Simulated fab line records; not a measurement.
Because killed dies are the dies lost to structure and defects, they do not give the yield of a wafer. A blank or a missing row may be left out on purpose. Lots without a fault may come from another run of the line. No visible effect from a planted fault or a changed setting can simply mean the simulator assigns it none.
Comparing a struck lot with a sound one    flow n5 finfet    35 steps out of a route of 1938
Sound: these wafers, L831.4, L831.5, L831.6. Wafers L835.1, L835.5, L835.6 were the ones struck. The cause is given at the end.
At each step with rows: each side's tool, then ch and its chambers, then its first start. Under that, the readings that differ: sound wafers    struck wafers    difference of the means    sigmas: that difference in standard deviations of wafers without a fault.
alike: a reading whose means differ by less than 2 such deviations, as well as words and numbers matching on both sides. not compared: withheld readings; readings where some wafer has no value; bounds like >300 that might hide an equal value; numbers whose values overlap and for which the record gives no deviation.
The two part at a step that has a row with sigmas, a row that says differs or no value, or rows on one side only. Numbers that don't overlap but have no deviation are shown without sigmas and don't part them. A reading missing from all wafers of one side parts the sides only when that side holds two or more wafers.

first, 8 steps without rows for these wafers: N5_BEOL_M15_SPUTTER_45 (material Cu, target thk 100 nm, time 16.67 s); N5_BEOL_M15_ECD_47 (material Cu, target thk 1860 nm); N5_BEOL_M15_ANNEAL_48 (time 90 s); N5_BEOL_M15_CMP_49 (polishes, stops on SiO2, t overpolish 4.9 s, target thk 850 nm); N5_BEOL_M15_PRE_CLEAN_52 (time 15 s); N5_BEOL_M15_DEP_53 (deposits SiCN from 3MS/NH3, target thk 50 nm, time 17.8 s); N5_PASSIVATION_PECVD_00 (deposits SiO2 from SiH4/N2O, target thk 200 nm, time 11.2 s); N5_MIM_BOT_DEGAS_01 (time 60 s).
N5_MIM_BOT_SPUTTER_00: material TiN, target thk 35 nm, time 89.7 s.
  sound: pvd sputter-02 at day 13 00:25; struck: pvd sputter-02 at day 14 16:47
  alike: throttle valve pct
then, 25 steps without rows for these wafers: N5_MIM_TOP_ALD_00 (deposits Al2O3, purge time 3 s, co reactant pulse time 3 s); N5_MIM_TOP_ALD_01 (deposits HfO2, target thk 5.6 nm, pulse time 1 s, purge time 3 s); N5_MIM_TOP_ALD_02 (deposits Al2O3, purge time 3 s, co reactant pulse time 3 s); N5_MIM_TOP_DEGAS_04 (time 60 s); N5_MIM_TOP_SPUTTER_03 (material TiN, target thk 35 nm, time 89.7 s); N5_MIM_TOP_LITHO_HMDS_01 (time 60 s); N5_MIM_TOP_LITHO_COAT_02; N5_MIM_TOP_LITHO_EBR_04; N5_MIM_TOP_LITHO_SOFTBAKE_03 (time 90 s); N5_MIM_TOP_LITHO_EXPOSE_05 (exposes mask MIM TOP, target cd 2000 nm); N5_MIM_TOP_LITHO_PEB_06; N5_MIM_TOP_LITHO_DEVELOP_07 (develop time 60 s); N5_MIM_TOP_LITHO_HARDBAKE_09 (time 120 s); N5_MIM_TOP_LITHO_DESCUM_10 (chemistry O2, time 7.9 s); N5_MIM_TOP_ETCH_ETCH_00 (etches TiN in Cl2/BCl3, target depth 38.5 nm); N5_MIM_TOP_ETCH_STRIP_01 (strips in O2); N5_MIM_TOP_ETCH_PECVD_03 (deposits SiNx from SiH4/NH3/N2, target thk 20 nm, time 17.6 s); N5_MIM_BOT_LITHO_HMDS_01 (time 60 s); N5_MIM_BOT_LITHO_COAT_02; N5_MIM_BOT_LITHO_EBR_04; N5_MIM_BOT_LITHO_SOFTBAKE_03 (time 90 s); N5_MIM_BOT_LITHO_EXPOSE_05 (exposes mask MIM BOT); N5_MIM_BOT_LITHO_PEB_06; N5_MIM_BOT_LITHO_DEVELOP_07 (develop time 60 s); N5_MIM_BOT_LITHO_HARDBAKE_09 (time 120 s).
N5_PASSIVATION_PROBE_49:
  the record has rows for the struck wafers here (prober-01, day 15 04:19) and none for the sound ones

== WHERE THEY PART ==
Only at N5_PASSIVATION_PROBE_49, as far as this record shows.

WHY: the cause the simulator had injected
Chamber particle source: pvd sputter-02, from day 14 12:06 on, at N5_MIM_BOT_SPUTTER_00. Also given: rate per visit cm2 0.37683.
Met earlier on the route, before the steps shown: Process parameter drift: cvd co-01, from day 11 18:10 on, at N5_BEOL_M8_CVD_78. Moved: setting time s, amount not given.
